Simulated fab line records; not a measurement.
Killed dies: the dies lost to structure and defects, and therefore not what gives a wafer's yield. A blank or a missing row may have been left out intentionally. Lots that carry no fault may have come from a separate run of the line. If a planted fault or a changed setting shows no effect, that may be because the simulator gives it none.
Chamber matching | flow nand harc | rie diel-11 running NHARC_A_SGD_CUT_DESCUM_14: 4 sister chambers
The step chemistry O2, time 3 s. 4 wafers are shown with their chamber, then 10 later ones without.

WAFERS WITH THEIR CHAMBER
wafer  | chamber | drypump motor current A (A)
L090.4 | 1       | 5.6
L090.5 | 0       | 5.6
L090.2 | 2       | 6.0
L090.3 | 3       | 5.7

WAFERS WHOSE CHAMBER IS MISSING
wafer  | drypump motor current A (A)
L090.6 | 5.6
L089.1 | 5.6
L089.4 | 5.6
L089.5 | 5.7
L091.2 | 5.7
L091.3 | 5.6
L091.5 | 5.8
L095.1 | 5.6
L095.3 | 6.1
L095.5 | 5.6

EACH ONE'S CHAMBER
wafer  | from the rows above     | in truth
L090.6 | can't be placed: 0 or 1 | 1
L089.1 | can't be placed: 0 or 1 | 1
L089.4 | can't be placed: 0 or 1 | 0
L089.5 | 3                       | 3
L091.2 | 3                       | 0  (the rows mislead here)
L091.3 | can't be placed: 0 or 1 | 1
L091.5 | 3                       | 3
L095.1 | can't be placed: 0 or 1 | 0
L095.3 | 2                       | 2
L095.5 | can't be placed: 0 or 1 | 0
Correct placement for 3 of the 10. Cannot be placed on the basis of these rows: 6; the candidates contain the true chamber in 6. Placed wrongly: 1.
How it was worked out, from the rows above alone: a wafer's distance from a chamber is the root of the sum, over the readings, of the square of ((its reading less the chamber's mean) divided by the reading's scatter). The wafer belongs to the nearest chamber; if the next one is less than 2 further off, it can't be placed. Each chamber's mean is taken over the wafers shown for it. The scatter: with one shown wafer a chamber, the root of the mean of the squares of how far each hidden wafer lies from its nearest shown one.
